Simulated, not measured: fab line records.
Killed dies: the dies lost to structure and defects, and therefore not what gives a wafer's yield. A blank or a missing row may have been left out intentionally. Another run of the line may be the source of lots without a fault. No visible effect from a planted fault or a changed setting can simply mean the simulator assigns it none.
What tool caused it? + flow nand_harc + 13 lots, 39 wafers sampled, at 4 steps of a route of 1302

== WHAT THE GAUGES READ, wafer by wafer ==
The record holds no reading of a measuring or inspecting step that can be judged against a usual standard deviation.

== WHICH TOOL RAN EACH LOT (tool, then ch and the chambers of the sampled wafers, then the start) ==
| lot  | NHARC_A_WL_FILL_ALD_10           | NHARC_A_CONTACT_ETCH_49            | NHARC_A_CONTACT_ETCH_112             | NHARC_A_CONTACT_ETCH_119             |
|------|----------------------------------|------------------------------------|--------------------------------------|--------------------------------------|
| L252 | ald_hk-01 ch 0,2,3, day 19 20:41 | rie_diel-07 ch 0,2,3, day 20 15:43 | har_cap_etch-02 ch 0,1, day 20 17:35 | har_cap_etch-02 ch 0,1, day 20 18:47 |
| L253 | ald_hk-02 ch 1,2,3, day 20 09:37 | rie_diel-03 ch 0,2,3, day 21 03:42 | har_cap_etch-02 ch 1, day 21 05:28   | har_cap_etch-02 ch 1, day 21 06:40   |
| L254 | ald_hk-04 ch 0,1,3, day 20 09:37 | rie_diel-07 ch 1,2, day 21 04:14   | har_cap_etch-03 ch 0,1, day 21 08:13 | har_cap_etch-03 ch 0,1, day 21 09:33 |
| L251 | ald_hk-01 ch 1,2, day 20 11:45   | rie_diel-07 ch 1,2,3, day 21 08:30 | har_cap_etch-02 ch 0,1, day 21 10:22 | har_cap_etch-02 ch 0,1, day 21 11:34 |
| L257 | ald_hk-02 ch 0,1,3, day 21 19:24 | rie_diel-05 ch 1,2, day 22 11:10   | har_cap_etch-01 ch 0,1, day 22 13:09 | har_cap_etch-01 ch 0,1, day 22 14:40 |
| L256 | ald_hk-02 ch 1,3, day 21 21:56   | rie_diel-07 ch 0,1,2, day 22 15:22 | har_cap_etch-02 ch 0,1, day 22 17:14 | har_cap_etch-02 ch 0,1, day 22 18:29 |
| L259 | ald_hk-04 ch 0,1,2, day 23 04:12 | rie_diel-05 ch 1,2,3, day 23 21:02 | har_cap_etch-01 ch 0,1, day 23 22:59 | har_cap_etch-01 ch 0,1, day 24 00:35 |
| L258 | ald_hk-01 ch 0,1,3, day 23 06:47 | rie_diel-07 ch 1,2,3, day 23 20:53 | har_cap_etch-03 ch 0,1, day 23 22:43 | har_cap_etch-03 ch 0,1, day 23 23:54 |
| L260 | ald_hk-02 ch 0,1,3, day 23 15:37 | rie_diel-07 ch 0,1,3, day 24 10:07 | har_cap_etch-01 ch 0,1, day 24 11:54 | har_cap_etch-01 ch 0,1, day 24 13:06 |
| L262 | ald_hk-02 ch 1,2, day 23 19:52   | rie_diel-07 ch 0,2, day 24 14:19   | har_cap_etch-03 ch 0,1, day 24 16:09 | har_cap_etch-03 ch 0,1, day 24 17:21 |
| L267 | ald_hk-01 ch 1,2,3, day 26 03:45 | rie_diel-07 ch 0,1,3, day 26 20:02 | har_cap_etch-02 ch 0,1, day 26 21:50 | har_cap_etch-02 ch 0,1, day 26 23:08 |
| L270 | ald_hk-02 ch 0,2,3, day 27 00:08 | rie_diel-05 ch 1,2, day 27 16:25   | har_cap_etch-03 ch 0,1, day 27 18:16 | har_cap_etch-03 ch 0,1, day 27 19:28 |
| L271 | ald_hk-04 ch 0,2, day 28 08:14   | rie_diel-03 ch 1,2, day 29 01:43   | har_cap_etch-02 ch 0,1, day 29 03:52 | har_cap_etch-02 ch 0,1, day 29 05:04 |
- NHARC_A_WL_FILL_ALD_10: deposits SiO2, target thk 50 nm, pulse time 10 s, ald cycles 500.
- NHARC_A_CONTACT_ETCH_49: etches the open film in N2/H2, target depth 260 nm, time 475.3 s.
- NHARC_A_CONTACT_ETCH_112: etches the open film in C4F8/O2/Ar, time 190 s, target depth 1850 nm.
- NHARC_A_CONTACT_ETCH_119: etches the open film in C4F8/O2/Ar, time 190 s, target depth 1850 nm.

== WHAT THE TOOLS THEMSELVES READ (means of the sampled wafers that have a number; where no wafer has one, the mark that the record gives instead) ==
NHARC_A_WL_FILL_ALD_10.
| lot  | tool      | heater_power_w (W) | precursor_pulse_height_rel |
|------|-----------|--------------------|----------------------------|
| L252 | ald_hk-01 | 431                | 0.998                      |
| L253 | ald_hk-02 | 484                | 1.004                      |
| L254 | ald_hk-04 | 500                | 0.993                      |
| L251 | ald_hk-01 | 405                | 0.994                      |
| L257 | ald_hk-02 | 497                | 1.016                      |
| L256 | ald_hk-02 | 511                | 1.003                      |
| L259 | ald_hk-04 | 515                | 1.007                      |
| L258 | ald_hk-01 | 396                | 1.010                      |
| L260 | ald_hk-02 | 483                | 1.036                      |
| L262 | ald_hk-02 | 447                | 0.998                      |
| L267 | ald_hk-01 | 418                | 0.970                      |
| L270 | ald_hk-02 | 471                | 0.979                      |
| L271 | ald_hk-04 | 452                | 0.992                      |

NHARC_A_CONTACT_ETCH_49.
| lot  | tool        | drypump_motor_current_A (A) | oes_product_au (a.u.) | rf_vpp_V (V) | run_length_s (s) | showerhead_plenum_p_Torr (Torr) | throttle_valve_pct (%) |
|------|-------------|-----------------------------|-----------------------|--------------|------------------|---------------------------------|------------------------|
| L252 | rie_diel-07 | 5.8                         | 1.001                 | 430          | 496.6            | 2.04                            | 14.168                 |
| L253 | rie_diel-03 | 5.4                         | 0.995                 | 433          | 496.9            | 2.11                            | 14.170                 |
| L254 | rie_diel-07 | 5.9                         | 0.996                 | 430          | 496.7            | 2.03                            | 14.172                 |
| L251 | rie_diel-07 | 5.8                         | 0.999                 | 428          | 496.6            | 1.98                            | 14.169                 |
| L257 | rie_diel-05 | 5.7                         | 1.001                 | 428          | 497.2            | 2.01                            | 14.164                 |
| L256 | rie_diel-07 | 5.9                         | 1.001                 | 432          | 497.1            | 2.08                            | 14.169                 |
| L259 | rie_diel-05 | 5.5                         | 1.004                 | 430          | 496.7            | 2.03                            | 14.167                 |
| L258 | rie_diel-07 | 5.8                         | 1.006                 | 428          | 496.6            | 1.97                            | 14.172                 |
| L260 | rie_diel-07 | 5.8                         | 0.998                 | 431          | 496.7            | 2.04                            | 14.170                 |
| L262 | rie_diel-07 | 5.9                         | 0.999                 | 434          | 497.4            | 2.14                            | 14.169                 |
| L267 | rie_diel-07 | 5.8                         | 1.002                 | 430          | 452.6            | 2.04                            | 14.172                 |
| L270 | rie_diel-05 | 5.9                         | 1.001                 | 433          | 497.1            | 2.16                            | 14.168                 |
| L271 | rie_diel-03 | 5.6                         | 1.000                 | 429          | 496.4            | 1.99                            | 14.172                 |

== THE ANSWER, worked out from the rows above alone ==
Rule: the usual values come from the lots themselves. Put in order of their means at a reading, lots are off if they are a third of the lots or fewer, leave a main group of 4 or more, and stand apart from it by a gap of 3 or more times the standard deviation of the main group's means; of several such gaps the widest counts. If all means in a main group match to the digits the tables above print for the reading, that group is not used. A lot without any number at a reading at which 4 lots or more have one is off too. Any other lot the step has rows for is counted as sound. First the gauges in route order, then the tools' own readings, where a lot's mean is used as printed above. At the first step where some lot is off, the reading lying furthest off is the one used; lots without a number count as furthest.
Off: L267, at NHARC_A_CONTACT_ETCH_49 (run_length_s). The main group: mean 496.8 s, standard deviation 0.29.
A tool fits if, at that step or a process step before it, it ran every lot that is off, and no sound lot after the first of them. This does not decide it: 2 tools fit, namely ald_hk-01 at NHARC_A_WL_FILL_ALD_10 and rie_diel-07 at NHARC_A_CONTACT_ETCH_49.

== WHAT THE SIMULATOR HAD INSERTED ==
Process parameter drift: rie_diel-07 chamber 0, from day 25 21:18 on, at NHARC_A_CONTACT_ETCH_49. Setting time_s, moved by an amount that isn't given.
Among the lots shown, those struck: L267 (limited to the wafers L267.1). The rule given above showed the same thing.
